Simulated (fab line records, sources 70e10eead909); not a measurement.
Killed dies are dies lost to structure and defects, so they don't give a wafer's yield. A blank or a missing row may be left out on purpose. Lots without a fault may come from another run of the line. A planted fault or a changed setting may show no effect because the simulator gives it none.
fab line records | flow nand_harc
record lots=12 wafers=35 last_day=24
route steps=1159 shown P_CONTACT@233 P_M0@264
lots that met no fault: from a run of the same line without faults
start_h: hours from the record's first day to the start of the lot's first wafer shown | wait_h: hours since the lot's step before | " the same as in the row above | L1.1+2: a row that stands for several wafers | - no value, or no start given | * or withheld: withheld | < > ~ a bound
route shown NAME@n: a module of which the file shows steps, and the number in the route of the first | usual: mean/standard deviation of fault-free wafers | same: alike in all rows | chamber/n: place in a boat | sites: the reading at each site | _std_site: their standard deviation | _edge_site: outer sites' mean less inner sites' | radius_mm: how far each site lies from the wafer's centre | mask NAME#n: copy n | behind: the tool/chamber that last shaped the wafer | hold: why the lot was held/for how many hours/how that ended | device: the transistor (n, p or np) that didn't switch | end of line: the same wafers' tests at the end of the route | a step without rows: its recipe alone | killed: dies lost to structure and defects at the first sort, not the wafer's yield | map: a wafer's dies, x killed, . not, _ none there
set.NAME: the setting as run; set.NAME@STEP: as run at that earlier step | model.NAME: the simulator's own value behind a step, which no gauge read
steps of the route over a sample of lots; a table a step, a row a wafer
services: from which hour (start_h, from the record's first day; less than 0 if before it) a tool's chamber was out of use, for how many hours, and why
## steps
# step NHARC_P_CONTACT_OVL_MEAS_13
# usual overlay_x_nm=-0.3/0.94 overlay_y_nm=0.0/0.76
# columns lot.wafer tool chamber start_h wait_h overlay_x_nm overlay_y_nm
L345.1 overlay-02 - 106.60 - -2.7 -0.3
L345.4 " - " " -1.9 -0.4
L345.6 " - " " -1.6 -0.3
L346.4 overlay-02 - 123.19 - -0.5 -0.9
L346.5 " - " " -0.2 -1.4
L346.6 " - " " 0.1 -0.9
L348.1 overlay-02 - 129.57 - 0.3 0.7
L348.3 " - " " 0.2 0.1
L348.6 " - " " 0.4 0.0
L349.2 overlay-02 - 139.34 - -0.7 0.0
L349.4 " - " " -0.5 0.3
L349.6 " - " " -0.1 0.6
L351.1 overlay-01 - 139.96 - 0.0 -0.3
L351.5 " - " " -0.2 -0.9
L351.6 " - " " -0.3 -0.9
L354.3 overlay-02 - 159.01 - -0.4 0.4
L354.4 " - " " -0.9 0.3
L354.5 " - " " -1.3 0.3
L357.1 overlay-01 - 189.11 - 0.1 -0.3
L357.2 " - " " -0.4 -0.2
L357.4 " - " " -0.8 -0.4
L358.2 overlay-01 - 190.71 - -0.6 -0.1
L358.3 " - " " 0.1 0.2
L358.6 " - " " -0.2 -0.2
L360.2 overlay-01 - 203.18 - -0.8 -0.7
L360.4 " - " " -0.6 -0.3
L360.5 " - " " -1.1 0.0
L363.1 overlay-01 - 214.52 - 0.1 -1.2
L363.4 " - " " 0.2 -1.7
L363.6 " - " " 0.3 -1.3
L362.3 overlay-02 - 216.54 - 1.9 0.6
L362.6 " - " " 1.4 0.1
L367.1 overlay-01 - 243.12 - -0.2 0.9
L367.2 " - " " -0.3 0.7
L367.4 " - " " -0.2 0.8
# step NHARC_P_CONTACT_ETCH_31
# recipe target_depth_a=300 time_s=85.7 ion_energy_ev=120 over_etch_frac=1 ch3f_flow_sccm=50 o2_flow_sccm=30 ar_flow_sccm=200 rf_w=500 bias_w=100 chemistry=CH3F/O2
# usual drypump_motor_current_A=5.8/0.54 oes_product_au=0.986/0.011 rf_vpp_V=245.0/1.5 showerhead_plenum_p_Torr=2.51/0.097 throttle_valve_pct=20.661/0.0095
# same time_s=85.7
# columns lot.wafer tool chamber start_h wait_h drypump_motor_current_A oes_product_au rf_hours_counter_h rf_vpp_V showerhead_plenum_p_Torr throttle_valve_pct
L345.1 rie_diel-11 2 - - 5.2 0.997 11 243.2 2.39 20.658
L345.4 " 1 " " 5.9 0.997 11 245.7 2.58 20.677
L345.6 " 2 " " 5.3 0.989 - 243.9 2.39 20.669
L346.4 rie_diel-11 3 - - 6.2 0.966 12 245.0 2.46 20.657
L346.6 " 0 " " 6.6 0.979 - 245.5 2.51 20.664
L346.5 " 1 " " 5.9 0.998 - 245.6 2.58 20.654
L348.1 rie_diel-13 2 - - 6.5 0.975 2 246.4 2.61 20.643
L348.3 " 0 " " 5.4 0.989 2 246.0 2.62 20.647
L348.6 " 2 " " 6.5 0.967 - 246.5 2.61 20.649
L349.2 rie_diel-13 3 - - 5.1 0.994 3 242.2 2.39 20.651
L349.4 " 1 " " 5.5 0.971 4 247.5 2.63 20.659
L349.6 " 3 " " 5.1 1.005 - 244.6 2.39 20.666
L351.1 rie_diel-11 3 - - 6.2 0.980 14 244.2 2.46 20.665
L351.6 " 1 " " 5.9 0.999 - 247.4 2.58 20.660
L351.5 " 2 " " 5.2 0.980 - 242.4 2.38 20.664
L354.4 rie_diel-11 1 - - 5.9 1.002 17 246.8 2.58 20.660
L354.3 " 2 " " 5.2 0.984 17 244.2 2.38 20.654
L354.5 " 1 " " 5.9 1.002 - 246.7 2.58 20.654
L357.2 rie_diel-13 2 - - 6.5 1.000 8 246.4 2.61 20.662
L357.4 " 0 " " 5.4 0.982 8 244.6 2.62 20.683
L357.1 " 1 " " 5.5 1.000 8 246.6 2.63 20.671
L358.3 rie_diel-02 3 - - 5.4 0.980 12 242.9 2.30 20.647
L358.2 " 0 " " 5.7 0.994 11 247.1 2.66 20.660
L358.6 " 2 " " 6.3 0.974 - 244.7 2.50 20.656
L360.2 rie_diel-11 0 - - 6.6 1.001 1 245.2 2.50 20.677
L360.4 " 2 " " 5.2 0.989 1 243.1 2.38 20.665
L360.5 " 3 " " 6.3 0.997 - 244.7 2.46 20.657
L363.4 rie_diel-11 3 - - 6.3 0.986 1 244.2 2.46 20.660
L363.1 " 0 " " 6.6 0.995 2 244.8 2.50 20.651
L363.6 " 3 " " 6.3 0.974 - 244.0 2.46 20.648
L362.3 rie_diel-11 1 - - 5.8 0.970 2 246.2 2.58 20.658
L362.6 " 1 " " 5.8 0.972 - 246.2 2.58 20.677
L367.1 rie_diel-13 1 - - 5.5 0.986 15 247.0 2.62 20.657
L367.4 " 2 " " 6.5 0.976 15 246.7 2.60 20.664
L367.2 " 0 " " 5.4 0.980 15 245.6 2.61 20.651
# step NHARC_P_CONTACT_CVD_23
# recipe target_thk_a=2000 temp_c=300 pressure_torr=40 wf6_flow_sccm=40 h2_flow_sccm=1600 ar_flow_sccm=1560 time_s=557 material=W
# usual heater_power_w=470/21 throttle_valve_pct=8.1/0.36
# columns lot.wafer tool chamber start_h wait_h heater_power_w since_wet_clean_h throttle_valve_pct
L345.1 cvd_w-02 1 116.72 - 446 90 8.3
L345.4 " 0 " " 478 - 7.8
L345.6 " 1 " " 443 - 8.2
L346.4 cvd_w-02 1 129.68 - 457 - 8.2
L346.5 " 1 " " 449 - 8.2
L346.6 " 0 " " 476 - 7.6
L348.1 cvd_w-02 0 131.90 - 484 105 7.4
L348.3 " 1 " " 462 - 8.5
L348.6 " 1 " " 448 - 8.5
L349.2 cvd_w-02 0 147.14 - 487 120 7.6
L349.4 " 0 " " 480 - 7.7
L349.6 " 1 " " 456 - 8.1
L351.1 cvd_w-02 1 147.59 - 436 121 8.3
L351.6 " 1 " " 444 - 8.3
L351.5 " 0 " " 480 - 7.6
L354.3 cvd_w-02 1 165.53 - 448 - 8.5
L354.4 " 0 " " 486 - 7.6
L354.5 " 0 " " 478 - 7.6
L357.1 cvd_w-01 0 191.69 - 487 66 8.5
L357.2 " 1 " " 481 67 8.1
L357.4 " 1 " " 475 - 8.1
L358.2 cvd_w-01 0 193.02 - 496 68 8.7
L358.3 " 0 " " 488 - 8.6
L358.6 " 0 " " 492 - 8.5
L360.2 cvd_w-01 1 208.43 - 451 83 7.7
L360.4 " 0 " " 484 - 8.6
L360.5 " 1 " " 478 - 8.0
L363.1 cvd_w-01 0 217.70 - 489 92 8.5
L363.4 " 1 " " 468 - 8.2
L363.6 " 1 " " 473 - 7.8
L362.3 cvd_w-01 0 219.15 - 492 - 8.7
L362.6 " 1 " " 479 - 7.9
L367.2 cvd_w-02 1 245.40 - 420 37 8.2
L367.1 " 0 " " 466 37 7.7
L367.4 " 0 " " 451 - 7.9
# step NHARC_P_CONTACT_CMP_24
# recipe t_overpolish_s=30 target_thk_nm=200
# usual motor_current_A=12.5/1.1 overpolish_run_s=30.001/0.0087 slurry_flow_ml_min=150.0/0.49 time_to_endpoint_s=39.8/2.5
# columns lot.wafer tool chamber start_h wait_h motor_current_A overpolish_run_s slurry_flow_ml_min time_to_endpoint_s
L345.4 cmp-02 3 117.31 0.4 13.1 29.990 150.1 37.6
L345.1 " 0 " " 12.6 29.999 150.5 35.7
L345.6 " 3 " " 12.8 30.013 149.8 39.5
L346.4 cmp-03 1 130.15 0.4 12.5 29.983 149.8 42.1
L346.5 " 1 " " 12.8 30.009 150.3 42.7
L346.6 " 2 " " 10.9 29.988 149.3 41.4
L348.1 cmp-03 0 132.46 0.5 13.0 30.009 150.5 38.7
L348.3 " 1 " " 12.7 30.006 149.5 40.8
L348.6 " 1 " " 13.6 29.993 149.7 39.6
L349.4 cmp-04 2 147.77 0.4 12.9 29.999 149.5 42.5
L349.2 " 3 " " 11.8 30.018 149.1 42.2
L349.6 " 1 " " 14.2 30.005 150.1 41.8
L351.1 cmp-04 2 148.26 0.6 13.0 30.007 149.3 43.2
L351.6 " 1 " " 14.4 29.997 150.1 45.1
L351.5 " 2 " " 13.3 30.000 150.2 41.7
L354.3 cmp-02 3 166.03 0.4 13.0 29.992 149.1 35.4
L354.4 " 0 " " 12.1 29.998 149.4 36.7
L354.5 " 2 " " 11.2 29.999 149.3 35.5
L357.4 cmp-03 2 192.37 0.3 11.0 30.001 150.4 39.4
L357.2 " 3 " " 12.3 29.995 149.2 37.5
L357.1 " 0 " " 13.9 29.994 150.0 39.4
L358.2 cmp-04 1 193.61 0.5 14.5 30.012 150.7 39.0
L358.3 " 3 " " 11.4 29.999 149.9 37.6
L358.6 " 1 " " 14.8 30.008 149.9 37.7
L360.4 cmp-04 2 209.07 0.3 13.6 30.005 149.9 25.0
L360.2 " 3 " " 10.3 30.002 150.2 41.6
L360.5 " 3 " " 11.9 29.997 149.8 40.8
L363.4 cmp-04 2 218.35 0.3 12.4 30.007 150.8 27.0
L363.1 " 0 " " 11.7 30.014 149.5 39.7
L363.6 " 2 " " 13.2 29.984 150.5 42.7
L362.3 cmp-02 1 219.67 0.4 12.4 30.011 150.5 24.9
L362.6 " 3 " " 13.4 30.000 150.8 37.3
L367.1 cmp-02 0 246.05 0.5 11.8 29.992 149.9 33.9
L367.2 " 1 " " 12.9 30.012 148.7 37.2
L367.4 " 2 " " 12.0 29.982 149.9 37.5
# step NHARC_P_M0_OVL_MEAS_10
# recipe pitch_nm=180
# usual overlay_x_nm=0.2/0.76 overlay_y_nm=0.1/0.81
# columns lot.wafer tool chamber start_h wait_h overlay_x_nm overlay_y_nm
L345.1 overlay-02 - 118.81 - 1.0 -0.7
L345.4 " - " " 1.5 -0.2
L345.6 " - " " 0.8 -0.7
L346.4 overlay-01 - 131.54 - 0.9 -2.1
L346.5 " - " " 0.7 -1.6
L346.6 " - " " 0.5 -2.6
L348.1 overlay-01 - 133.88 - 0.4 0.6
L348.3 " - " " 0.8 0.2
L348.6 " - " " 0.3 0.5
L349.2 overlay-01 - 149.13 - 0.1 -0.9
L349.4 " - " " -0.3 -0.6
L349.6 " - " " 0.1 -0.7
L351.1 overlay-01 - 149.62 - 1.7 0.2
L351.5 " - " " 1.2 -0.2
L351.6 " - " " 1.8 0.0
L354.3 overlay-01 - 167.28 - -0.1 0.0
L354.4 " - " " -0.4 0.2
L354.5 " - " " -0.8 0.4
L357.1 overlay-01 - 193.74 - 0.2 0.5
L357.2 " - " " -0.7 0.2
L357.4 " - " " 0.3 0.3
L358.2 overlay-01 - 194.97 - -0.2 0.8
L358.3 " - " " -0.1 0.6
L358.6 " - " " -0.4 0.4
L360.2 overlay-01 - 210.34 - -0.8 1.7
L360.4 " - " " -0.7 1.2
L360.5 " - " " -0.6 1.5
L363.1 overlay-02 - 219.78 - -0.3 0.3
L363.4 " - " " 0.1 0.0
L363.6 " - " " 0.3 0.3
L362.3 overlay-02 - 220.89 - -0.4 -0.3
L362.6 " - " " 0.3 -1.1
L367.1 overlay-02 - 247.33 - 0.1 0.2
L367.2 " - " " 0.1 -0.5
L367.4 " - " " 0.0 0.0
## services
# columns tool chamber start_h hours kind
rie_diel-13 - 99.00 9.0 pm
rie_diel-02 1 99.65 13.0 repair
cmp-03 - 104.10 4.7 repair
cmp-04 - 105.07 4.0 pm
cvd_w-01 - 112.31 13.0 pm
cmp-04 - 115.17 2.1 repair
cmp-02 - 128.59 4.0 pm
rie_diel-02 3 129.04 3.0 repair
rie_diel-13 2 141.59 7.2 repair
cmp-02 - 143.40 5.5 repair
cvd_w-01 1 146.77 2.6 repair
rie_diel-02 - 150.74 9.0 pm
cmp-03 - 156.00 4.0 pm
rie_diel-11 - 189.50 9.0 pm
cvd_w-02 - 195.77 13.0 pm
cvd_w-02 0 195.77 13.0 vent_cycle
cvd_w-02 1 195.77 13.0 vent_cycle
cmp-04 - 203.18 4.0 pm
cvd_w-02 0 208.77 - clean
cmp-03 - 208.79 2.6 repair
rie_diel-13 3 215.88 16.3 repair
cmp-02 - 226.59 4.0 pm
cvd_w-02 0 227.82 2.0 repair
rie_diel-13 3 240.86 2.9 repair
## key
first_sign step=NHARC_P_CONTACT_CMP_24 reading=time_to_endpoint_s direction=down sigmas=5.6 usual=* struck=*
effect none on later readings
met_at NHARC_P_CONTACT_CVD_23
struck_lots L360,L362,L363
struck_wafers L360.4,L362.3,L363.4
tester_left_out L360,L362,L363
not_acting_at NHARC_P_CONTACT_OVL_MEAS_13,NHARC_P_CONTACT_ETCH_31,NHARC_P_M0_OVL_MEAS_10
onset_between 193.02 208.43
fault kind=process_parameter_drift tool=cvd_w-01 chamber=- onset_h=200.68 steps=NHARC_P_CONTACT_CVD_23 channel=target_thk_a offset=* shape=step end_h=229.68 scope=struck_wafers_only acts_in=* stated=*
# tester_left_out: of these lots the tester's yield and bins aren't shown, on N5 and GAA mostly nor the transistor test; their killed dies are dies lost to structure and defects alone, not to doping, threshold or leakage, so they don't give the yield
